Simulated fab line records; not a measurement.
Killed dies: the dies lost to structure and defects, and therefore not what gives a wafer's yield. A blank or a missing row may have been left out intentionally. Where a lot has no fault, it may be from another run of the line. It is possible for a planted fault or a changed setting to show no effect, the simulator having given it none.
fab line records    flow n5_finfet
record lots=7  wafers=21
route steps=1938 shown PASSIVATION@1928
start_h: hours from the record's opening day to when the first of the lot's shown wafers began    wait_h: time in hours since the lot's previous step    " identical to the entry in the row above    L1.1+2: several wafers, shown together as one row    - no value, or no start given    * or withheld: withheld    < > ~ a bound
route shown NAME@n: names a module that has steps shown in the file, with the first one's number in the route    usual: average and standard deviation across the fault-free wafers    same: alike in all rows    chamber/n: place in a boat    sites: the reading at each site    _std_site: the standard deviation of these    _edge_site: inner sites' mean taken away from outer sites' mean    radius_mm: for every site, how far away it sits from the centre of the wafer    mask NAME#n: copy n    behind: the tool/chamber that last shaped the wafer    hold: what put the lot on hold/how long, in hours/how the hold closed    device: names the non-switching transistor (n, p or np)    end of line: the same wafers' tests at the end of the route    for a step that has no rows: nothing shown but its recipe    killed: at the first sort, the dies lost to defects and structure; wafer yield is something else    map: shows each die of a wafer: x if killed, . if not, _ if none is there
set.NAME: the setting as run; set.NAME@STEP: as run at that earlier step    model.NAME: the simulator's own value behind a step, which no gauge read
lots run with intentionally changed settings; tables by step, rows by wafer
## steps
# step N5_PASSIVATION_DESCUM_46
# recipe chemistry=O2  time_s=7.9  source_power_w=50  bias_power_w=20  pressure_mtorr=20  rf_frequency_hz=2.712e+07  temp_c=40  o2_flow_sccm=225
lot.wafer   tool         chamber  start_h  wait_h  set.time_s
L076.1      rie_diel-03  2        268.99   0.0     8.379
L076.4+6    "            3,2      "        "       7.9
L079.1+3    rie_diel-03  2,1      295.77   0.1     7.9
L079.6      "            2        "        "       8.453
L080.1+4    rie_diel-01  2        303.31   0.0     7.9
L080.3      "            3        "        "       6.363
L082.2+5    rie_diel-04  3,1      303.94   0.0     7.228
L082.3      "            1        "        "       7.9
L086.2+3+5  rie_diel-01  2,1,0    331.37   0.0     7.9
L089.2+4+6  rie_diel-01  1,2,1    361.56   0.2     7.9
L090.1+5    rie_diel-01  1,3      365.33   0.0     8.91
L090.6      "            0        "        "       7.9
# step N5_PASSIVATION_PASS_ETCH_47
# recipe chemistry=CF4/O2  target=SiNx  target_depth_a=7700  time_s=385  ion_energy_ev=100  pressure_mtorr=40  source_w=535  bias_w=49  Ar_flow_sccm=100  cf4_flow_sccm=100  O2_flow_sccm=10
# step N5_PASSIVATION_ETCH_54
# recipe chemistry=CHF3/O2  target=SiO2  target_depth_a=8800  CHF3_flow_sccm=50  O2_flow_sccm=5  Ar_flow_sccm=200  time_s=440  mask_material=PR  pressure_mtorr=30  source_w=650  bias_w=170  ion_energy_ev=200
# step N5_PASSIVATION_SRD_72
# recipe dry=ipa_marangoni  time_s=30  temp_c=23  rinse_liquid=diw
# step N5_PASSIVATION_ANNEAL_56
# recipe temp_c=400  time_s=1800  ambient=FGA  idle_temp_c=300  ramp_up_c_per_min=5  ramp_down_c_per_min=3
# step N5_PASSIVATION_PROBE_49
# usual defect_limited_yield=91.4/1.6  killed_at_M0_to_M3=31/11  killed_at_M4_up=14/5.7  killed_at_contacts=12/6  killed_at_front_end=41/13  killed_at_other=3.3/2.8  killed_dies=101/19  killed_open=67/14  killed_short=33/8.2  sort_bin_4_leakage=0.0/0.37  sort_bin_5_function=5.0/1.1  sort_bin_6_memory=3.3/0.74  sort_n_pass=1078/20  sort_yield_pct=91.3/1.7
# same gross_dies=1180  killed_at_back_side=0  sort_bin_8_speed[%]=0
lot.wafer  tool       chamber  start_h  wait_h  set.time_s@PASSIVATION_PECVD_35  defect_limited_yield[%]  killed_at_M0_to_M3  killed_at_M4_up  killed_at_contacts  killed_at_front_end  killed_at_other  killed_dies  killed_open  killed_short  sort_bin_4_leakage[%]  sort_bin_5_function[%]  sort_bin_6_memory[%]  sort_n_pass  sort_yield_pct[%]
L076.1     prober-02  -        272.04   0.0     151.3                            91.8                     30                  5                9                   49                   4                97           60           36            0                      4.5                     3.4                   1083         91.8
L076.4     prober-02  -        272.19   0.2     162.6                            74.0                     12                  4                10                  46                   235              307          45           28            0                      22.5                    3.3                   873          74.0
L076.6     prober-02  -        272.29   0.3     151.3                            92.0                     28                  5                7                   50                   4                94           59           32            0                      5.3                     2.5                   1086         92.0
L079.1     prober-01  -        298.85   0.0     133.6                            91.9                     28                  12               11                  45                   0                96           65           31            0                      4.7                     3.3                   1084         91.9
L079.3     prober-01  -        298.95   0.1     151.3                            88.1                     32                  17               12                  74                   6                141          92           49            0                      7.3                     4.6                   1039         88.1
L079.6     prober-01  -        299.10   0.3     151.3                            89.7                     47                  7                14                  53                   1                122          78           44            0                      5.6                     4.3                   1058         89.7
L080.1     prober-02  -        306.35   0.0     151.3                            91.5                     33                  3                13                  51                   0                100          55           45            0                      5.0                     3.2                   1080         91.5
L080.3     prober-02  -        306.45   0.1     140.7                            92.6                     21                  15               12                  39                   0                87           54           28            0                      3.8                     2.9                   1093         92.6
L080.4     prober-02  -        306.50   0.2     140.7                            94.3                     23                  3                11                  29                   1                67           44           23            0                      2.7                     2.6                   1113         94.3
L082.2     prober-01  -        307.73   0.1     166.5                            36.7                     59                  17               25                  46                   600              747          104          43            0                      59.5                    3.5                   433          36.7
L082.3     prober-01  -        307.78   0.1     151.3                            88.9                     46                  11               20                  47                   7                131          95           35            0                      5.3                     5.3                   1049         88.9
L082.5     prober-01  -        307.88   0.2     151.3                            90.3                     49                  13               15                  35                   2                114          70           42            0.1                    5.5                     3.6                   1065         90.3
L086.2     prober-02  -        334.46   0.1     151.3                            91.0                     39                  8                2                   57                   0                106          71           35            0                      5.3                     3.5                   1074         91.0
L086.3     prober-02  -        334.51   0.1     151.3                            90.8                     37                  14               11                  46                   1                109          76           33            0                      5.5                     3.5                   1071         90.8
L086.5     prober-02  -        334.61   0.2     151.3                            93.1                     30                  12               6                   32                   1                81           49           32            0                      3.6                     2.7                   1099         93.1
L089.2     prober-01  -        364.65   0.1     151.3                            94.7                     16                  12               6                   27                   2                63           33           28            0.1                    3.3                     1.9                   1116         94.6
L089.4     prober-01  -        364.75   0.2     136                              94.1                     15                  11               4                   38                   2                70           49           19            0                      2.8                     3.1                   1110         94.1
L089.6     prober-01  -        364.85   0.3     136                              94.0                     15                  10               10                  36                   0                71           56           15            0                      3.7                     2.2                   1109         94.0
L090.1     prober-02  -        368.38   0.0     151.3                            91.0                     34                  21               20                  31                   0                106          73           30            0                      5.7                     3.1                   1074         91.0
L090.5     prober-02  -        368.58   0.2     143.4                            85.1                     102                 19               31                  23                   1                176          71           36            0                      11.2                    3.5                   1004         85.1
L090.6     prober-02  -        368.63   0.3     143.4                            89.2                     48                  35               15                  29                   0                127          90           37            0                      7.0                     3.5                   1053         89.2
# killed by level:class
L076.1 FIN_SAQP:geometric_particle:short=13 FIN_SAQP:geometric_particle:open=11 BEOL_M3:geometric_particle:open=8 MOL_CONTACT_COAG:geometric_particle:open=8 DUMMY_GATE:geometric_particle:open=6 BEOL_M0_SAQP:geometric_particle:open=5 BEOL_M2:geometric_particle:open=5 ILD0:geometric_particle:short=4
L076.4 PASSIVATION:area_pecvd=233 FIN_SAQP:geometric_particle:short=16 MOL_CONTACT_COAG:geometric_particle:open=10 FIN_SAQP:geometric_particle:open=8 STI_FIN_REVEAL:geometric_particle:open=4 DUMMY_GATE:geometric_particle:open=4 BEOL_M3:geometric_particle:open=4 DUMMY_GATE:geometric_particle:short=3
L076.6 FIN_SAQP:geometric_particle:open=13 FIN_SAQP:geometric_particle:short=11 BEOL_M2:geometric_particle:open=9 BEOL_M0:geometric_particle:open=7 GATE_CUT:geometric_particle:short=6 DUMMY_GATE:geometric_particle:open=5 MOL_CONTACT_COAG:geometric_particle:open=5 BEOL_M1:geometric_particle:open=4
L079.1 FIN_SAQP:geometric_particle:short=11 MOL_CONTACT_COAG:geometric_particle:open=9 STI_FIN_REVEAL:geometric_particle:open=8 FIN_SAQP:geometric_particle:open=7 BEOL_M0_SAQP:geometric_particle:short=5 BEOL_M1:geometric_particle:open=5 DUMMY_GATE:geometric_particle:open=4 BEOL_M0_SAQP:geometric_particle:open=4
L079.3 STI_FIN_REVEAL:geometric_particle:open=20 FIN_SAQP:geometric_particle:short=17 BEOL_M2:geometric_particle:open=14 FIN_SAQP:geometric_particle:open=11 MOL_CONTACT_COAG:geometric_particle:open=8 BEOL_M0_SAQP:geometric_particle:open=6 STI_FIN_REVEAL:geometric_particle:short=5 GATE_CUT:geometric_particle:short=5
L079.6 BEOL_M1:geometric_particle:open=15 FIN_SAQP:geometric_particle:short=14 STI_FIN_REVEAL:geometric_particle:open=14 MOL_CONTACT_COAG:geometric_particle:open=10 BEOL_M2:geometric_particle:open=9 GATE_CUT:geometric_particle:short=5 BEOL_M0_SAQP:geometric_particle:open=5 BEOL_M0_SAQP:geometric_particle:short=5
L080.1 FIN_SAQP:geometric_particle:short=12 STI_FIN_REVEAL:geometric_particle:open=12 MOL_CONTACT_COAG:geometric_particle:open=8 BEOL_M2:geometric_particle:open=8 BEOL_M0_SAQP:geometric_particle:short=6 GATE_CUT:geometric_particle:short=6 BEOL_M0_SAQP:geometric_particle:open=6 MOL_CONTACT_COAG:geometric_particle:short=5
L080.3 MOL_CONTACT_COAG:geometric_particle:open=8 BEOL_M4:geometric_particle:open=7 FIN_SAQP:geometric_particle:short=6 FIN_SAQP:geometric_particle:open=5 DUMMY_GATE:geometric_particle:open=5 GATE_CUT:geometric_particle:short=5 BEOL_M0_SAQP:geometric_particle:short=5 BEOL_M3:geometric_particle:open=5
L080.4 MOL_CONTACT_COAG:geometric_particle:open=10 BEOL_M3:geometric_particle:open=8 DUMMY_GATE:geometric_particle:open=7 FIN_SAQP:geometric_particle:short=4 BEOL_M0_SAQP:geometric_particle:short=4 STARTING-WAFER:geometric_particle:open=4 STI_FIN_REVEAL:geometric_particle:open=3 GATE_CUT:geometric_particle:short=3
L082.2 PASSIVATION:area_pecvd=593 MOL_CONTACT_COAG:geometric_particle:open=21 BEOL_M2:geometric_particle:open=16 STI_FIN_REVEAL:geometric_particle:open=12 BEOL_M0:geometric_particle:open=9 BEOL_M0_SAQP:geometric_particle:open=8 BEOL_M1:geometric_particle:open=7 FIN_SAQP:geometric_particle:short=6
L082.3 MOL_CONTACT_COAG:geometric_particle:open=17 FIN_SAQP:geometric_particle:open=13 FIN_SAQP:geometric_particle:short=11 BEOL_M2:geometric_particle:open=11 BEOL_M0_SAQP:geometric_particle:open=9 BEOL_M3:geometric_particle:open=9 STI_FIN_REVEAL:geometric_particle:open=6 DUMMY_GATE:geometric_particle:open=5
L082.5 BEOL_M0_SAQP:geometric_particle:short=14 MOL_CONTACT_COAG:geometric_particle:open=12 BEOL_M0_SAQP:geometric_particle:open=11 BEOL_M3:geometric_particle:open=7 FIN_SAQP:geometric_particle:short=6 FIN_SAQP:geometric_particle:open=6 GATE_CUT:geometric_particle:short=5 BEOL_M2:geometric_particle:open=5
L086.2 BEOL_M1:geometric_particle:open=12 GATE_CUT:geometric_particle:open=11 GATE_CUT:geometric_particle:short=10 BEOL_M0_SAQP:geometric_particle:open=8 FIN_SAQP:geometric_particle:short=7 STI_FIN_REVEAL:geometric_particle:open=7 BEOL_M0_SAQP:geometric_particle:short=7 FIN_SAQP:geometric_particle:open=5
L086.3 BEOL_M0_SAQP:geometric_particle:short=11 STI_FIN_REVEAL:geometric_particle:open=9 FIN_SAQP:geometric_particle:short=8 MOL_CONTACT_COAG:geometric_particle:open=8 BEOL_M1:geometric_particle:open=8 FIN_SAQP:geometric_particle:open=7 BEOL_M3:geometric_particle:open=6 DUMMY_GATE:geometric_particle:open=5
L086.5 BEOL_M0_SAQP:geometric_particle:short=9 BEOL_M1:geometric_particle:open=8 STI_FIN_REVEAL:geometric_particle:open=7 GATE_CUT:geometric_particle:short=6 BEOL_M0_SAQP:geometric_particle:open=6 MOL_CONTACT_COAG:geometric_particle:open=5 FIN_SAQP:geometric_particle:short=3 DUMMY_GATE:geometric_particle:open=3
L089.2 FIN_SAQP:geometric_particle:short=5 BEOL_M3:geometric_particle:open=5 DUMMY_GATE:geometric_particle:open=4 MOL_CONTACT_COAG:geometric_particle:open=4 STI_FIN_REVEAL:geometric_particle:short=3 ILD0:geometric_particle:open=3 GATE_CUT:geometric_particle:short=3 GATE_CUT:geometric_particle:open=3
L089.4 FIN_SAQP:geometric_particle:open=9 DUMMY_GATE:geometric_particle:open=6 ILD0:geometric_particle:short=5 STARTING-WAFER:geometric_particle:open=4 FIN_SAQP:geometric_particle:short=3 ILD0:geometric_particle:open=3 MOL_CONTACT_COAG:geometric_particle:open=3 BEOL_M0_SAQP:geometric_particle:open=3
L089.6 MOL_CONTACT_COAG:geometric_particle:open=9 FIN_SAQP:geometric_particle:open=7 STI_FIN_REVEAL:geometric_particle:open=6 BEOL_M2:geometric_particle:open=5 BEOL_M3:geometric_particle:open=5 GATE_CUT:geometric_particle:short=4 FIN_CUT:geometric_particle:open=4 DUMMY_GATE:geometric_particle:open=4
L090.1 BEOL_M4:geometric_particle:open=17 MOL_CONTACT_COAG:geometric_particle:open=16 DUMMY_GATE:geometric_particle:open=8 BEOL_M0_SAQP:geometric_particle:open=6 BEOL_M3:geometric_particle:open=6 BEOL_M1:geometric_particle:open=6 ILD0:geometric_particle:short=4 BEOL_M1:geometric_particle:short=4
L090.5 BEOL_M0_SAQP:area_ald=66 MOL_CONTACT_COAG:geometric_particle:open=23 MOL_CONTACT_COAG:geometric_particle:short=8 BEOL_M0_SAQP:geometric_particle:open=8 BEOL_M4:geometric_particle:open=8 BEOL_M0_SAQP:geometric_particle:short=7 FIN_SAQP:geometric_particle:open=4 FIN_SAQP:geometric_particle:short=4
L090.6 BEOL_M4:geometric_particle:open=15 BEOL_M2:geometric_particle:open=13 MOL_CONTACT_COAG:geometric_particle:open=11 BEOL_M0_SAQP:geometric_particle:short=9 FIN_SAQP:geometric_particle:short=8 BEOL_M0_SAQP:geometric_particle:open=8 BEOL_M1:geometric_particle:open=7 FIN_SAQP:geometric_particle:open=6
## key
split step=N5_PASSIVATION_DESCUM_46  setting=time_s  stated=7.9  by=wafer
response none clear
split outside_this_file step=N5_PASSIVATION_PECVD_35 setting=time_s
# split outside_this_file: this setting was split too, and the file shows its column; the key of that split is in another file
